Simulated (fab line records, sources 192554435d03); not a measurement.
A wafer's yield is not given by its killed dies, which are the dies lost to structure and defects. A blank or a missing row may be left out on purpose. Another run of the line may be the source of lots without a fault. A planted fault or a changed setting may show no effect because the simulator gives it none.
Lot-split experiment :: flow n5Finfet :: 39 wafers read across 7 lots, on a route 1938 steps long

== THE SPLIT ==
At N5_FIN_CUT_CUT_ETCH_15 (etches Si in HBr/Cl2/O2, target depth 100 nm, bt time 10 s, time 42.4 s), the setting timeS was moved away from the recipe's 42.4 s on 9 of the 39 wafers read, by -19.7% to -14.1%. The other wafers ran this setting at the recipe's value.

Reading taken at the split's own step.

== THE READING ==
SOC_of_FIN_CUT_COAT_18.thkNm (the simulator's own value, which no gauge read), in nm, at N5_FIN_CUT_CUT_ETCH_15 (etches Si in HBr/Cl2/O2, target depth 100 nm, bt time 10 s, time 42.4 s). There is no usual value for it anywhere in the file. Average 170.9 nm, standard deviation 0.96 nm, over the 30 wafers here run with the recipe.

wafer: L077.1
tool, chamber at the split: rieSi-05, 1
timeS as run, s: 42.4
against the recipe: recipe
SOC_of_FIN_CUT_COAT_18.thkNm, nm: 172.2
against lot-mates on the recipe: -

wafer: L077.2
tool, chamber at the split: rieSi-05, 0
timeS as run, s: 42.4
against the recipe: recipe
SOC_of_FIN_CUT_COAT_18.thkNm, nm: 170.6
against lot-mates on the recipe: -

wafer: L077.3
tool, chamber at the split: rieSi-05, 2
timeS as run, s: 42.4
against the recipe: recipe
SOC_of_FIN_CUT_COAT_18.thkNm, nm: 171.2
against lot-mates on the recipe: -

wafer: L077.4
tool, chamber at the split: rieSi-05, 0
timeS as run, s: 42.4
against the recipe: recipe
SOC_of_FIN_CUT_COAT_18.thkNm, nm: 170.4
against lot-mates on the recipe: -

wafer: L077.5
tool, chamber at the split: rieSi-05, 1
timeS as run, s: 42.4
against the recipe: recipe
SOC_of_FIN_CUT_COAT_18.thkNm, nm: 171.8
against lot-mates on the recipe: -

wafer: L077.6
tool, chamber at the split: rieSi-05, 2
timeS as run, s: 42.4
against the recipe: recipe
SOC_of_FIN_CUT_COAT_18.thkNm, nm: 171.6
against lot-mates on the recipe: -

wafer: L078.1
tool, chamber at the split: rieSi-04, 0
timeS as run, s: 34.04
against the recipe: -19.7%
SOC_of_FIN_CUT_COAT_18.thkNm, nm: 178.4
against lot-mates on the recipe: +7.7

wafer: L078.2
tool, chamber at the split: rieSi-04, 1
timeS as run, s: 42.4
against the recipe: recipe
SOC_of_FIN_CUT_COAT_18.thkNm, nm: 170
against lot-mates on the recipe: -

wafer: L078.3
tool, chamber at the split: rieSi-04, 3
timeS as run, s: 42.4
against the recipe: recipe
SOC_of_FIN_CUT_COAT_18.thkNm, nm: 171.4
against lot-mates on the recipe: -

wafer: L078.4
tool, chamber at the split: rieSi-04, 2
timeS as run, s: 42.4
against the recipe: recipe
SOC_of_FIN_CUT_COAT_18.thkNm, nm: 170.6
against lot-mates on the recipe: -

wafer: L078.5
tool, chamber at the split: rieSi-04, 2
timeS as run, s: 34.04
against the recipe: -19.7%
SOC_of_FIN_CUT_COAT_18.thkNm, nm: 177.2
against lot-mates on the recipe: +6.5

wafer: L078.6
tool, chamber at the split: rieSi-04, 3
timeS as run, s: 34.04
against the recipe: -19.7%
SOC_of_FIN_CUT_COAT_18.thkNm, nm: 178.4
against lot-mates on the recipe: +7.7

wafer: L079.1
tool, chamber at the split: rieSi-04, 1
timeS as run, s: 42.4
against the recipe: recipe
SOC_of_FIN_CUT_COAT_18.thkNm, nm: 172.4
against lot-mates on the recipe: -

wafer: L079.3
tool, chamber at the split: rieSi-04, 3
timeS as run, s: 42.4
against the recipe: recipe
SOC_of_FIN_CUT_COAT_18.thkNm, nm: 172.2
against lot-mates on the recipe: -

wafer: L079.4
tool, chamber at the split: rieSi-04, 0
timeS as run, s: 42.4
against the recipe: recipe
SOC_of_FIN_CUT_COAT_18.thkNm, nm: 172.6
against lot-mates on the recipe: -

wafer: L081.1
tool, chamber at the split: rieSi-04, 0
timeS as run, s: 42.4
against the recipe: recipe
SOC_of_FIN_CUT_COAT_18.thkNm, nm: 169.6
against lot-mates on the recipe: -

wafer: L081.2
tool, chamber at the split: rieSi-04, 3
timeS as run, s: 42.4
against the recipe: recipe
SOC_of_FIN_CUT_COAT_18.thkNm, nm: 169.6
against lot-mates on the recipe: -

wafer: L081.3
tool, chamber at the split: rieSi-04, 1
timeS as run, s: 42.4
against the recipe: recipe
SOC_of_FIN_CUT_COAT_18.thkNm, nm: 170
against lot-mates on the recipe: -

wafer: L081.4
tool, chamber at the split: rieSi-04, 2
timeS as run, s: 42.4
against the recipe: recipe
SOC_of_FIN_CUT_COAT_18.thkNm, nm: 169.8
against lot-mates on the recipe: -

wafer: L081.5
tool, chamber at the split: rieSi-04, 0
timeS as run, s: 42.4
against the recipe: recipe
SOC_of_FIN_CUT_COAT_18.thkNm, nm: 170
against lot-mates on the recipe: -

wafer: L081.6
tool, chamber at the split: rieSi-04, 1
timeS as run, s: 42.4
against the recipe: recipe
SOC_of_FIN_CUT_COAT_18.thkNm, nm: 169.6
against lot-mates on the recipe: -

wafer: L092.1
tool, chamber at the split: rieSi-04, 1
timeS as run, s: 42.4
against the recipe: recipe
SOC_of_FIN_CUT_COAT_18.thkNm, nm: 171.4
against lot-mates on the recipe: -

wafer: L092.2
tool, chamber at the split: rieSi-04, 3
timeS as run, s: 42.4
against the recipe: recipe
SOC_of_FIN_CUT_COAT_18.thkNm, nm: 171.8
against lot-mates on the recipe: -

wafer: L092.3
tool, chamber at the split: rieSi-04, 0
timeS as run, s: 42.4
against the recipe: recipe
SOC_of_FIN_CUT_COAT_18.thkNm, nm: 171.6
against lot-mates on the recipe: -

wafer: L092.4
tool, chamber at the split: rieSi-04, 2
timeS as run, s: 42.4
against the recipe: recipe
SOC_of_FIN_CUT_COAT_18.thkNm, nm: 171.6
against lot-mates on the recipe: -

wafer: L092.5
tool, chamber at the split: rieSi-04, 3
timeS as run, s: 42.4
against the recipe: recipe
SOC_of_FIN_CUT_COAT_18.thkNm, nm: 172.2
against lot-mates on the recipe: -

wafer: L092.6
tool, chamber at the split: rieSi-04, 0
timeS as run, s: 42.4
against the recipe: recipe
SOC_of_FIN_CUT_COAT_18.thkNm, nm: 171.2
against lot-mates on the recipe: -

wafer: L095.1
tool, chamber at the split: rieSi-04, 0
timeS as run, s: 36.43
against the recipe: -14.1%
SOC_of_FIN_CUT_COAT_18.thkNm, nm: 175.8
against lot-mates on the recipe: +5.0

wafer: L095.2
tool, chamber at the split: rieSi-04, 3
timeS as run, s: 42.4
against the recipe: recipe
SOC_of_FIN_CUT_COAT_18.thkNm, nm: 169.8
against lot-mates on the recipe: -

wafer: L095.3
tool, chamber at the split: rieSi-04, 1
timeS as run, s: 42.4
against the recipe: recipe
SOC_of_FIN_CUT_COAT_18.thkNm, nm: 171.4
against lot-mates on the recipe: -

wafer: L095.4
tool, chamber at the split: rieSi-04, 2
timeS as run, s: 36.43
against the recipe: -14.1%
SOC_of_FIN_CUT_COAT_18.thkNm, nm: 175.6
against lot-mates on the recipe: +4.8

wafer: L095.5
tool, chamber at the split: rieSi-04, 3
timeS as run, s: 42.4
against the recipe: recipe
SOC_of_FIN_CUT_COAT_18.thkNm, nm: 171.2
against lot-mates on the recipe: -

wafer: L095.6
tool, chamber at the split: rieSi-04, 2
timeS as run, s: 36.43
against the recipe: -14.1%
SOC_of_FIN_CUT_COAT_18.thkNm, nm: 174.6
against lot-mates on the recipe: +3.8

wafer: L096.1
tool, chamber at the split: rieSi-04, 3
timeS as run, s: 42.4
against the recipe: recipe
SOC_of_FIN_CUT_COAT_18.thkNm, nm: 170.6
against lot-mates on the recipe: -

wafer: L096.2
tool, chamber at the split: rieSi-04, 0
timeS as run, s: 42.4
against the recipe: recipe
SOC_of_FIN_CUT_COAT_18.thkNm, nm: 169.6
against lot-mates on the recipe: -

wafer: L096.3
tool, chamber at the split: rieSi-04, 2
timeS as run, s: 35.37
against the recipe: -16.6%
SOC_of_FIN_CUT_COAT_18.thkNm, nm: 174.8
against lot-mates on the recipe: +4.8

wafer: L096.4
tool, chamber at the split: rieSi-04, 1
timeS as run, s: 35.37
against the recipe: -16.6%
SOC_of_FIN_CUT_COAT_18.thkNm, nm: 176.4
against lot-mates on the recipe: +6.4

wafer: L096.5
tool, chamber at the split: rieSi-04, 0
timeS as run, s: 35.37
against the recipe: -16.6%
SOC_of_FIN_CUT_COAT_18.thkNm, nm: 175.2
against lot-mates on the recipe: +5.2

wafer: L096.6
tool, chamber at the split: rieSi-04, 1
timeS as run, s: 42.4
against the recipe: recipe
SOC_of_FIN_CUT_COAT_18.thkNm, nm: 169.8
against lot-mates on the recipe: -

FIT RESULTS
A straight line over all 39 wafers: SOC_of_FIN_CUT_COAT_18.thkNm changes by -0.322 nm for each +1% of timeS; r = -0.93; the points scatter about the line by 0.96 nm.
The same after taking each lot's own level away (the mean of its wafers on the recipe; 39 wafers): -0.348 nm for each +1%; r = -0.98; scatter 0.54 nm.
That fit puts the effect of the largest move of timeS on the reading at 6.9 nm.
Measured against the standard deviation above, the lots' own levels, which go from 169.77 to 172.40 nm, span 2.7 times it.
The two slopes agree, so the slope changes little with the lot-to-lot level.
Check: with one of the wafers moved furthest among these (-19.7%) left out of the fit, the line predicts +6.69 nm for it against its lot-mates. Against them it came out at +7.73 nm.

== OTHER SPLITS ON THESE WAFERS ==
These wafers also went through other splits before the reading. Each is held against what the fit with the lots' levels taken away leaves over:
other split on the same wafers: N5_WELL_APT_EPI_41 timeS
wafers away from the commonest value: 15
r with SOC_of_FIN_CUT_COAT_18.thkNm (lot level and that fit taken away): -0.03

other split on the same wafers: N5_FIN_SAQP_EXPOSE_13 doseMj
wafers away from the commonest value: 18
r with SOC_of_FIN_CUT_COAT_18.thkNm (lot level and that fit taken away): +0.31

== THE WHOLE CHAIN: every reading that the file lists as answering this split, in the file's order ==
step: N5_FIN_CUT_CUT_ETCH_15
what it does: etches Si in HBr/Cl2/O2, target depth 100 nm, bt time 10 s, time 42.4 s
reading: FIN_CUT.featureDepthNm (the simulator's own value, which no gauge read)
change (the file's fit): +0.988 nm for each +1% of the setting
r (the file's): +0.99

step: N5_FIN_CUT_CUT_ETCH_15
what it does: etches Si in HBr/Cl2/O2, target depth 100 nm, bt time 10 s, time 42.4 s
reading: etch.depthNm (the simulator's own value, which no gauge read)
change (the file's fit): +0.987 nm for each +1% of the setting
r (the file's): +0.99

step: N5_FIN_CUT_CUT_ETCH_15
what it does: etches Si in HBr/Cl2/O2, target depth 100 nm, bt time 10 s, time 42.4 s
reading: SOC_of_FIN_CUT_COAT_18.thkNm (the simulator's own value, which no gauge read)
change (the file's fit): -0.347 nm for each +1% of the setting
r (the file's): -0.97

== FILE'S OWN FIT ==
SOC_of_FIN_CUT_COAT_18.thkNm changes by -0.347 nm for each +1% of timeS, r = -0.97.
